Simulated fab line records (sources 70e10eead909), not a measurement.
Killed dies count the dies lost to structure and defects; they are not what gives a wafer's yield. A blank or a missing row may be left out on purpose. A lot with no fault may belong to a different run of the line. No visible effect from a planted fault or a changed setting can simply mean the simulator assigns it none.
fab line records    flow nandHarc
[record] lots = 6  wafers = 18  lastDay = 33
route steps=1302 shown P_CONTACT@236
lots that met no fault: from a run of the same line without faults
startH: hours from the record's first day to the start of the lot's first wafer shown    waitH: hours elapsed since this lot's preceding step    " the same as in the row above    L1.1+2: a single row standing in for several wafers    - value missing, or start not given    * or withheld: withheld    < > ~ a bound
route shown NAME@n: names a module that has steps shown in the file, with the first one's number in the route    usual: mean and standard deviation over wafers with no fault    same: alike in all rows    chamber/n: place in a boat    sites: the reading at each site    _std_site: the values' standard deviation    _edge_site: the outer-site mean with the inner-site mean subtracted    radiusMm: for every site, how far away it sits from the centre of the wafer    mask NAME#n: copy n    behind: the tool/chamber that last shaped the wafer    hold: why the lot went on hold/how many hours it stayed there/how the hold came to an end    device: the n, p or np transistor that did not switch    end of line: at the end of the route, the tests of the same wafers    where a step has no rows: the recipe by itself    killed: count of dies lost to structure and defects at first sort (not the wafer's yield)    map: dies across one wafer; x = killed, . = not, _ = none there
set.NAME: the run value of the setting; set.NAME@STEP: its run value at that earlier step    model.NAME: the simulator's own value behind a step, which no gauge read
a table for each step, a row for each wafer; lots at some steps of the route
services: a tool's chamber out of use, with start hour (startH, from the record's first day; less than 0 if before it), hours out, and reason
[[steps]]
[step NHARC_P_CONTACT_ETCH_35]
[recipe] targetDepthA = 390  overEtchFrac = 0.3  timeS = 65  ionEnergyEv = 80  cf4FlowSccm = 150  arFlowSccm = 0  rfW = 300  biasW = 100  chemistry = CF4
[step NHARC_P_CONTACT_ETCH_36]
[recipe] targetDepthA = 2600  overEtchFrac = 0.25  timeS = 406.25  ionEnergyEv = 200  n2FlowSccm = 150  h2FlowSccm = 150  arFlowSccm = 0  rfW = 400  biasW = 150  chemistry = N2/H2
[step NHARC_P_CONTACT_ETCH_18]
[recipe] targetDepthA = 4810  timeS = 240.5  c4f8FlowSccm = 20  o2FlowSccm = 10  arFlowSccm = withheld  rfW = 600  biasW = 1500  chemistry = C4F8/O2/Ar
[usual] oesProductAu = 0.964/0.019  rfFwdPowerW = 598.2/1.6  rfVppV = 979/5.6
lot.wafer  tool        chamber  startH  waitH  oesProductAu  rfFwdPowerW  rfHoursCounterH  rfVppV
L606.4     rieDiel-05  1        -       -      0.958         597.1        2.1              977
L606.1     "           2        "       "      0.964         599.1        1.8              976
L606.2     "           3        "       "      0.960         599.6        1.8              988
L612.2     rieDiel-05  3        -       -      0.970         597.3        3.8              987
L612.1     "           0        "       "      0.999         597.9        4.4              971
L612.3     "           1        "       "      0.941         597.8        4.0              978
L613.4     rieDiel-03  3        -       -      0.929         598.8        3.2              978
L613.5     "           0        "       "      0.971         597.3        -                981
L613.6     "           1        "       "      0.976         596.8        -                985
L616.4     rieDiel-03  0        -       -      0.985         597.6        4.3              982
L616.1     "           1        "       "      1.006         598.3        5.2              986
L616.5     "           1        "       "      0.989         600.5        -                986
L623.2     rieDiel-08  1        -       -      0.968         597.5        2.3              981
L623.3     "           2        "       "      0.969         599.0        3.2              987
L623.5     "           0        "       "      0.963         598.3        -                976
L629.4     rieDiel-08  1        -       -      0.957         596.8        4.6              982
L629.1     "           3        "       "      0.983         599.6        5.5              970
L629.5     "           1        "       "      0.943         598.8        -                982
[step NHARC_P_CONTACT_STRIP_37]
[recipe] c4f8FlowSccm = withheld  o2FlowSccm = 8  arFlowSccm = withheld  biasW = 0  chemistry = C4F8/O2/Ar
[step NHARC_P_CONTACT_ETCH_31]
[recipe] targetDepthA = 300  timeS = 85.7  ionEnergyEv = 120  overEtchFrac = 1  ch3fFlowSccm = 50  o2FlowSccm = 30  arFlowSccm = 200  rfW = 500  biasW = 100  chemistry = CH3F/O2
[step NHARC_P_CONTACT_CD_MEAS_19]
[usual] cdNm = 88.9/2.1
lot.wafer  tool      chamber  startH  waitH  cdNm
L606.1     cdSem-01  -        117.21  -      88.4
L606.2     "         -        "       "      88.3
L606.4     "         -        "       "      88.2
L612.1     cdSem-01  -        181.15  -      86.0
L612.2     "         -        "       "      88.3
L612.3     "         -        "       "      89.1
L613.4     cdSem-01  -        197.17  -      92.4
L613.5     "         -        "       "      93.0
L613.6     "         -        "       "      90.8
L616.1     cdSem-02  -        215.61  -      89.6
L616.4     "         -        "       "      92.4
L616.5     "         -        "       "      89.4
L623.2     cdSem-02  -        288.82  -      90.2
L623.3     "         -        "       "      85.9
L623.5     "         -        "       "      88.9
L629.1     cdSem-02  -        350.81  -      90.4
L629.4     "         -        "       "      91.4
L629.5     "         -        "       "      85.8
[step NHARC_P_CONTACT_STRIP_28]
[recipe] o2FlowSccm = 500  arFlowSccm = 0  biasW = 0  chemistry = O2
[usual] drypumpMotorCurrentA = 5.7/0.39  oesProductAu = 1.002/0.015  rfVppV = 57.6/0.85  showerheadPlenumPTorr = 3.55/0.14  throttleValvePct = 17.038/0.0083
lot.wafer  tool        chamber  startH  waitH  drypumpMotorCurrentA  oesProductAu  rfHoursCounterH  rfVppV  showerheadPlenumPTorr  throttleValvePct
L606.2     rieDiel-08  0        117.30  0.1    5.8                   0.998         2.6              57.6    3.54                   17.047
L606.4     "           1        "       "      5.7                   0.984         2.0              56.9    3.63                   17.042
L606.1     "           2        "       "      5.3                   1.014         2.4              59.8    3.75                   17.034
L612.1     rieDiel-08  3        181.22  0.1    5.5                   0.995         5.0              57.2    3.36                   17.036
L612.2     "           1        "       "      5.7                   0.996         3.9              58.4    3.63                   17.043
L612.3     "           2        "       "      5.3                   0.998         4.7              58.4    3.75                   17.041
L613.4     rieDiel-03  0        197.25  0.1    6.2                   1.009         3.6              57.4    3.62                   17.044
L613.5     "           3        "       "      5.9                   0.989         -                56.1    3.47                   17.041
L613.6     "           0        "       "      6.2                   1.012         -                57.5    3.62                   17.031
L616.1     rieDiel-05  2        215.70  0.1    6.0                   0.998         5.0              58.9    3.49                   17.042
L616.4     "           0        "       "      5.5                   1.034         5.4              56.1    3.37                   17.049
L616.5     "           1        "       "      6.0                   0.989         -                56.8    3.52                   17.050
L623.2     rieDiel-08  3        288.91  0.1    5.5                   0.986         3.2              57.2    3.35                   17.046
L623.3     "           1        "       "      5.7                   0.984         2.4              58.5    3.63                   17.036
L623.5     "           3        "       "      5.5                   0.995         -                57.9    3.35                   17.028
L629.1     rieDiel-03  3        350.88  0.1    5.9                   0.980         3.0              57.6    3.47                   17.040
L629.4     "           2        "       "      5.1                   0.990         3.3              57.0    3.43                   17.044
L629.5     "           0        "       "      6.2                   1.003         -                58.6    3.61                   17.046
[step NHARC_P_CONTACT_STRIP_29]
[recipe] timeS = 1200  tempC = 72.5  chemistry = postEtchResidueRemover
[step NHARC_P_CONTACT_DEGAS_38]
[recipe] tempC = 300  timeS = 60
[usual] heaterPowerW = 464/44
lot.wafer  tool           chamber  startH  waitH  heaterPowerW
L606.4     pvdSputter-01  -        117.92  -      431
L606.1     "              -        "       "      429
L606.2     "              -        "       "      418
L612.2     pvdSputter-02  -        181.86  -      468
L612.1     "              -        "       "      467
L612.3     "              -        "       "      498
L613.4     pvdSputter-03  -        197.87  -      511
L613.5     "              -        "       "      503
L613.6     "              -        "       "      462
L616.1     pvdSputter-01  -        216.32  -      507
L616.4     "              -        "       "      428
L616.5     "              -        "       "      497
L623.2     pvdSputter-03  -        289.60  -      507
L623.3     "              -        "       "      471
L623.5     "              -        "       "      527
L629.1     pvdSputter-01  -        351.53  -      500
L629.4     "              -        "       "      441
L629.5     "              -        "       "      499
[step NHARC_P_CONTACT_PRE_CLEAN_39]
[recipe] timeS = 19.5  biasV = 250  gas = Ar
[step NHARC_P_CONTACT_PVD_32]
[recipe] targetThkA = 50  chamberPressurePa = 5  powerW = 5000  substrateTempC = 200  timeS = 17.7  material = Ti
[usual] substrateTempC = 199.98/0.14  throttleValvePct = 30.2/1.2
lot.wafer  tool           chamber  startH  waitH  substrateTempC  throttleValvePct
L606.2     pvdSputter-01  -        -       -      200.07          29.4
L606.4     "              -        "       "      200.22          31.7
L606.1     "              -        "       "      200.04          31.5
L612.1     pvdSputter-02  -        -       -      200.04          28.4
L612.2     "              -        "       "      200.03          29.9
L612.3     "              -        "       "      199.85          30.7
L613.4     pvdSputter-03  -        -       -      200.03          30.3
L613.5     "              -        "       "      200.01          30.0
L613.6     "              -        "       "      200.08          29.9
L616.4     pvdSputter-01  -        -       -      200.17          29.7
L616.1     "              -        "       "      199.86          31.5
L616.5     "              -        "       "      199.87          29.4
L623.3     pvdSputter-03  -        -       -      199.74          30.4
L623.2     "              -        "       "      199.91          27.7
L623.5     "              -        "       "      200.03          30.4
L629.1     pvdSputter-01  -        -       -      199.91          30.6
L629.4     "              -        "       "      200.22          31.5
L629.5     "              -        "       "      200.09          32.2
[step NHARC_P_CONTACT_ALD_22]
[recipe] targetThkA = 30  pulseTimeS = 1  aldCycles = 150  tempC = 450  material = TiN
[usual] heaterPowerW = 1083/110  precursorPulseHeightRel = 0.998/0.019
lot.wafer  tool         chamber  startH  waitH  heaterPowerW  precursorPulseHeightRel
L606.1     aldMetal-02  3        118.16  -      959           0.986
L606.2     "            1        "       "      1144          1.007
L606.4     "            2        "       "      970           0.987
L612.2     aldMetal-01  3        182.11  -      1077          1.012
L612.1     "            0        "       "      1014          0.993
L612.3     "            1        "       "      1121          0.991
L613.4     aldMetal-01  2        198.15  -      1181          0.994
L613.6     "            0        "       "      1020          1.002
L613.5     "            1        "       "      1116          1.010
L616.1     aldMetal-04  0        216.57  -      972           1.004
L616.4     "            3        "       "      1058          1.001
L616.5     "            0        "       "      1003          0.973
L623.3     aldMetal-04  2        290.24  -      1038          1.004
L623.2     "            3        "       "      1045          0.966
L623.5     "            2        "       "      1022          0.973
L629.1     aldMetal-02  0        351.76  -      1319          1.023
L629.4     "            3        "       "      932           0.967
L629.5     "            1        "       "      1233          1.004
[step NHARC_P_CONTACT_CVD_23]
[recipe] targetThkA = 2000  tempC = 300  pressureTorr = 40  wf6FlowSccm = 40  h2FlowSccm = 1600  arFlowSccm = 1560  timeS = 557  material = W
[usual] chamberPressureTorr = 40.00/0.078  heaterPowerW = 480/42  throttleValvePct = 8.00/0.25
lot.wafer  tool     chamber  startH  waitH  chamberPressureTorr  heaterPowerW  throttleValvePct
L606.2     cvdW-02  0        118.36  -      40.08                506           7.76
L606.1     "        1        "       "      39.99                416           7.77
L606.4     "        1        "       "      39.98                417           7.85
L612.1     cvdW-01  1        182.31  -      40.10                516           7.95
L612.2     "        0        "       "      40.06                489           8.51
L612.3     "        1        "       "      39.97                514           7.86
L613.4     cvdW-01  0        198.58  -      39.96                520           8.52
L613.5     "        1        "       "      39.84                493           7.96
L613.6     "        0        "       "      40.08                509           8.25
L616.1     cvdW-02  0        216.86  -      40.08                506           7.79
L616.4     "        1        "       "      39.96                420           8.13
L616.5     "        1        "       "      40.01                418           8.12
L623.2     cvdW-01  1        290.51  -      40.08                506           7.84
L623.3     "        0        "       "      39.97                518           8.22
L623.5     "        0        "       "      40.02                504           8.27
L629.1     cvdW-01  1        351.97  -      39.87                503           8.26
L629.4     "        1        "       "      39.76                515           8.31
L629.5     "        0        "       "      39.97                509           8.59
[step NHARC_P_CONTACT_CMP_24]
[recipe] tOverpolishS = 30  targetThkNm = 200
[usual] motorCurrentA = 12.0/0.99  overpolishRunS = 30.001/0.0086  padLifeWafers = 178/87  slurryFilterDpKPa = 13.50/0.13  timeToEndpointS = 41/3.4
lot.wafer  tool    chamber  startH  waitH  motorCurrentA  overpolishRunS  padLifeWafers  slurryFilterDpKPa  timeToEndpointS
L606.1     cmp-04  3        119.00  0.5    12.5           30.006          6              13.51              44
L606.4     "       0        "       "      11.1           30.004          7              13.42              39
L606.2     "       1        "       "      11.8           30.002          8              13.52              45
L612.1     cmp-04  0        182.95  0.6    11.5           30.009          294            13.68              17
L612.2     "       1        "       "      11.4           29.990          295            13.57              43
L612.3     "       2        "       "      11.2           30.006          296            13.63              19
L613.4     cmp-03  3        198.99  0.3    11.0           29.999          109            13.53              41
L613.5     "       2        "       "      10.5           30.016          -              13.58              23
L613.6     "       3        "       "      11.0           30.017          -              13.31              40
L616.1     cmp-04  0        217.42  0.5    11.5           30.008          18             13.45              34
L616.4     "       3        "       "      13.6           30.016          21             13.70              42
L616.5     "       0        "       "      11.5           30.000          -              13.42              36
L623.2     cmp-04  3        291.09  0.5    12.4           30.012          313            13.70              44
L623.3     "       0        "       "      11.2           30.007          314            13.60              39
L623.5     "       2        "       "      11.2           29.999          -              13.53              42
L629.1     cmp-04  0        352.61  0.6    11.7           29.996          174            13.73              36
L629.4     "       1        "       "      11.5           29.994          175            13.47              41
L629.5     "       1        "       "      11.4           30.003          -              13.38              41
[[services]]
tool           chamber  startH  hours  kind
rieDiel-08     -        94.70   0.3    repair
rieDiel-08     1        101.44  12.5   repair
cmp-04         -        111.00  4.0    pm
rieDiel-03     -        111.12  9.0    pm
rieDiel-08     0        120.31  3.4    repair
cmp-04         -        130.65  0.6    repair
pvdSputter-03  -        170.00  10.0   pm
cvdW-01        -        177.29  0.6    repair
pvdSputter-03  -        181.17  3.3    repair
pvdSputter-01  -        181.70  2.1    repair
cvdW-01        -        185.03  13.0   pm
pvdSputter-03  -        189.30  1.1    repair
rieDiel-08     3        190.51  7.5    repair
rieDiel-08     -        190.80  9.0    pm
cmp-04         -        209.00  4.0    pm
pvdSputter-01  -        226.00  10.0   pm
cvdW-01        1        230.96  2.5    repair
rieDiel-08     1        240.20  20.7   repair
rieDiel-08     3        241.24  7.3    repair
pvdSputter-01  -        242.06  1.9    repair
cmp-04         -        277.85  1.9    repair
rieDiel-08     2        292.48  4.4    repair
cmp-04         -        307.00  4.0    pm
rieDiel-08     -        346.28  3.4    repair
[[key]]
[firstSign] step = NHARC_P_CONTACT_CMP_24  reading = timeToEndpointS  direction = down  sigmas = 6.3  usual = *  struck = *
effect none on later readings
metAt NHARC_P_CONTACT_CVD_23
struckWafers L612.1,L612.3,L613.5
testerLeftOut L612,L613
[fault] kind = processParameterDrift  tool = cvdW-01  chamber = 1  onsetH = 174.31  steps = NHARC_P_CONTACT_CVD_23  channel = targetThkA  offset = *  shape = step  endH = 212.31  actsIn = *  stated = *
// testerLeftOut: of these lots the tester's yield and bins aren't shown, on N5 and GAA mostly nor the transistor test; their killed dies are dies lost to structure and defects alone, not to doping, threshold or leakage, so they don't give the yield
